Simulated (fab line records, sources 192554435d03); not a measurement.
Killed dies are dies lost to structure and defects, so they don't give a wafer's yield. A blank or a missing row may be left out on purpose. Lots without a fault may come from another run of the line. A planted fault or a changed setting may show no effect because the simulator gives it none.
Which tool did it? | flow n5_finfet | 9 lots, 27 wafers sampled, at 6 steps of a route of 1938

WHAT THE GAUGES READ, wafer by wafer
N5_BEOL_M1_RS_MEAS_58: measures by four-point-probe.
lot  | measured     | on            | M1_RS (ohm/sq)
L198 | day 6 14:53  | film_metro-02 | 0.69 0.67 0.64
L199 | day 6 22:33  | film_metro-01 | 0.71 0.68 0.69
L211 | day 10 04:23 | film_metro-01 | 0.66 0.69 0.65
L212 | day 10 05:40 | film_metro-01 | 0.62 0.59 0.65
L213 | day 10 13:14 | film_metro-01 | 0.72 0.66 0.66
L214 | day 10 19:19 | film_metro-01 | 0.67 0.68 0.69
L216 | day 11 01:02 | film_metro-02 | 0.72 0.65 0.65
L219 | day 11 15:22 | film_metro-01 | 0.70 0.67 0.65
L221 | day 12 08:02 | film_metro-02 | 0.68 0.65 0.62

N5_BEOL_M2_INSPECT_13: inspects for defects (brightfield).
lot  | measured     | on                | raw_defect_count
L198 | day 6 17:46  | defect_inspect-02 | 241 351 467
L199 | day 6 23:59  | defect_inspect-01 | 468 1780 1847
L211 | day 10 05:14 | defect_inspect-01 | 309 385 321
L212 | day 10 08:13 | defect_inspect-01 | 315 439 327
L213 | day 10 14:05 | defect_inspect-02 | 393 582 307
L214 | day 10 21:13 | defect_inspect-01 | 383 388 326
L216 | day 11 03:05 | defect_inspect-02 | 327 330 346
L219 | day 11 16:18 | defect_inspect-02 | 408 436 342
L221 | day 12 11:16 | defect_inspect-01 | 457 460 401

N5_BEOL_M4_RC_MEAS_101.
lot  | measured     | on        | DIBL_N (mV/V)  | DIBL_P (mV/V)  | IOFF_N (nA/um) | IOFF_P (nA/um) | ION_N (uA/um) | ION_P (uA/um) | SS_N (mV/dec)  | SS_P (mV/dec)  | VT_N (mV)   | VT_P (mV)
L198 | day 7 19:40  | prober-02 | 35.0 35.8 35.0 | 34.4 36.3 35.2 | 0.15 0.17 0.15 | 0.16 0.19 0.17 | 664 691 671   | 450 467 459   | 71.5 72.1 72.0 | 73.0 73.8 72.7 | 250 248 248 | -254 -252 -252
L199 | day 8 15:25  | prober-01 | 34.9 32.9 34.9 | 36.2 34.3 36.9 | 0.17 0.14 0.17 | 0.23 0.20 0.25 | 675 669 677   | 468 463 476   | 71.4 71.4 71.0 | 74.0 72.7 72.8 | 247 250 245 | -246 -250 -246
L211 | day 11 16:23 | prober-02 | 35.2 37.3 37.5 | 34.5 37.3 38.5 | 0.14 0.16 0.18 | 0.18 0.22 0.25 | 667 684 682   | 459 467 465   | 70.5 71.4 71.2 | 72.1 72.6 73.1 | 252 250 246 | -250 -250 -249
L212 | day 11 19:51 | prober-02 | 34.3 37.1 35.0 | 34.6 38.2 35.8 | 0.13 0.19 0.15 | 0.21 0.28 0.23 | 658 664 669   | 462 464 470   | 71.3 71.2 70.5 | 73.0 73.7 72.3 | 253 247 249 | -249 -246 -246
L213 | day 12 13:22 | prober-02 | 37.4 39.5 34.0 | 36.8 40.4 33.2 | 0.21 0.25 0.13 | 0.27 0.34 0.20 | 697 702 667   | 478 486 462   | 71.8 72.1 70.4 | 73.6 73.8 72.5 | 245 242 252 | -244 -243 -247
L214 | day 12 01:48 | prober-02 | 31.7 34.5 33.8 | 31.2 35.6 34.5 | 0.09 0.13 0.12 | 0.13 0.19 0.18 | 654 667 667   | 456 461 469   | 70.2 70.7 70.6 | 71.9 73.1 72.2 | 258 251 251 | -256 -251 -251
L216 | day 12 16:39 | prober-01 | 37.3 37.0 32.9 | 36.3 35.8 31.6 | 0.18 0.16 0.11 | 0.21 0.20 0.15 | 672 682 661   | 458 464 456   | 72.0 70.6 70.9 | 73.2 73.4 72.5 | 248 249 252 | -251 -251 -256
L219 | day 12 23:56 | prober-01 | 37.1 36.5 33.7 | 37.8 36.8 32.5 | 0.17 0.15 0.11 | 0.21 0.20 0.15 | 679 674 660   | 458 468 454   | 72.1 71.4 70.9 | 74.1 73.9 72.8 | 246 251 255 | -251 -255 -255
L221 | day 13 23:44 | prober-02 | 34.4 35.2 32.4 | 33.0 34.1 30.8 | 0.11 0.12 0.09 | 0.17 0.18 0.14 | 659 658 653   | 459 459 453   | 70.6 71.7 70.3 | 72.5 72.9 71.6 | 255 255 257 | -251 -253 -255

WHICH TOOL RAN EACH LOT (tool, then ch and the chambers of the sampled wafers, then the start)
lot  | N5_BEOL_M2_PECVD_72             | N5_BEOL_M2_HM_DEP_02         | N5_BEOL_M2_STRIP_66
L198 | pecvd-04 ch 0,1,2, day 6 15:04  | pvd_sputter-01, day 6 17:09  | rie_diel-05 ch 1,2,3, day 6 18:01
L199 | pecvd-04 ch 1,2, day 6 22:44    | pvd_sputter-02, day 6 23:22  | rie_diel-04 ch 1,2, day 7 00:13
L211 | pecvd-01 ch 1,2, day 10 04:34   | pvd_sputter-02, day 10 04:37 | rie_diel-05 ch 0,1,3, day 10 05:32
L212 | pecvd-01 ch 0,1,2, day 10 05:52 | pvd_sputter-02, day 10 07:35 | rie_diel-02 ch 0,1, day 10 08:27
L213 | pecvd-01 ch 0,2, day 10 13:24   | pvd_sputter-03, day 10 13:28 | rie_diel-04 ch 2,3, day 10 14:20
L214 | pecvd-02 ch 1,2, day 10 19:29   | pvd_sputter-02, day 10 20:44 | rie_diel-02 ch 1,3, day 10 21:29
L216 | pecvd-02 ch 0,1,2, day 11 01:13 | pvd_sputter-02, day 11 02:36 | rie_diel-05 ch 0,2,3, day 11 03:26
L219 | pecvd-04 ch 0,1, day 11 15:32   | pvd_sputter-01, day 11 15:41 | rie_diel-05 ch 0,1,3, day 11 16:32
L221 | pecvd-02 ch 0,1, day 12 08:13   | pvd_sputter-01, day 12 10:39 | rie_diel-02 ch 0,1, day 12 11:31
- N5_BEOL_M2_PECVD_72: deposits SiO2 from TEOS/O2, target thk 16 nm, time 18 s.
- N5_BEOL_M2_HM_DEP_02: deposits TiN, target thk 20 nm.
- N5_BEOL_M2_STRIP_66: strips in CF4.

WHAT THE TOOLS THEMSELVES READ (means of the sampled wafers that have a number; where no wafer has one, the mark that the record gives instead)
N5_BEOL_M2_PECVD_72.
lot  | tool     | chamber_pressure_Torr (Torr) | heater_power_w (W) | showerhead_plenum_p_Torr (Torr) | throttle_valve_pct (%)
L198 | pecvd-04 | 5.507                        | 709                | 8.79                            | 22.1
L199 | pecvd-04 | 5.498                        | 742                | 8.76                            | 22.0
L211 | pecvd-01 | 5.509                        | 647                | 8.75                            | 22.3
L212 | pecvd-01 | 5.502                        | 675                | 8.78                            | 22.4
L213 | pecvd-01 | 5.496                        | 622                | 8.82                            | 21.9
L214 | pecvd-02 | 5.501                        | 765                | 8.84                            | 22.5
L216 | pecvd-02 | 5.494                        | 852                | 8.81                            | 22.4
L219 | pecvd-04 | 5.498                        | 618                | 8.81                            | 21.9
L221 | pecvd-02 | 5.493                        | 968                | 8.78                            | 22.6

N5_BEOL_M2_HM_DEP_02.
lot  | tool           | throttle_valve_pct (%)
L198 | pvd_sputter-01 | 28.6
L199 | pvd_sputter-02 | 30.5
L211 | pvd_sputter-02 | 30.2
L212 | pvd_sputter-02 | 30.4
L213 | pvd_sputter-03 | 30.1
L214 | pvd_sputter-02 | 30.9
L216 | pvd_sputter-02 | 30.1
L219 | pvd_sputter-01 | 28.8
L221 | pvd_sputter-01 | 28.6

N5_BEOL_M2_STRIP_66.
lot  | tool        | drypump_motor_current_A (A) | oes_product_au (a.u.) | rf_vpp_V (V) | showerhead_plenum_p_Torr (Torr) | throttle_valve_pct (%)
L198 | rie_diel-05 | 5.6                         | 0.70                  | 272.1        | 1.81                            | 13.59
L199 | rie_diel-04 | 5.6                         | 0.72                  | 272.8        | 1.83                            | 13.65
L211 | rie_diel-05 | 5.6                         | 0.82                  | 272.0        | 1.82                            | 13.53
L212 | rie_diel-02 | 5.4                         | 0.84                  | 271.9        | 1.82                            | 13.48
L213 | rie_diel-04 | 5.2                         | 0.82                  | 272.9        | 1.87                            | 13.40
L214 | rie_diel-02 | 5.4                         | 0.86                  | 270.9        | 1.81                            | 13.55
L216 | rie_diel-05 | 5.7                         | 0.73                  | 272.0        | 1.84                            | 13.53
L219 | rie_diel-05 | 5.6                         | 0.80                  | 272.1        | 1.82                            | 13.55
L221 | rie_diel-02 | 5.4                         | 0.82                  | 271.3        | 1.82                            | 13.52

THE ANSWER, worked out from the rows above alone
Rule: what is usual is taken from the lots themselves. Put in order of their means at a reading, lots are off if they are a third of the lots or fewer, leave a main group of 4 or more, and stand apart from it by a gap of 3 or more times the standard deviation of the main group's means; of several such gaps the widest counts. A main group whose means are all the same, to the digits that the tables above print for the reading, isn't used. A lot without any number at a reading at which 4 lots or more have one is off too. The other lots that the step has rows for count as sound. The gauges are gone through in route order, then the tools' own readings, and for those a lot's mean is taken as printed above. The first step at which some lot is off is used, and at that step the reading that is off furthest; a lot without a number counts as furthest.
Off: L199, at N5_BEOL_M2_INSPECT_13 (raw_defect_count). The main group: mean 377, standard deviation 37.
A tool fits if, at a process step before that reading, it ran every lot that is off, and no sound lot after the first of them. The gauges at N5_BEOL_M2_INSPECT_13 aren't tried: what is off there is off at N5_BEOL_M2_STRIP_66 too, on other tools, and a gauge's error can't cause that. None of those tried fits.

WHAT THE SIMULATOR HAD PUT IN
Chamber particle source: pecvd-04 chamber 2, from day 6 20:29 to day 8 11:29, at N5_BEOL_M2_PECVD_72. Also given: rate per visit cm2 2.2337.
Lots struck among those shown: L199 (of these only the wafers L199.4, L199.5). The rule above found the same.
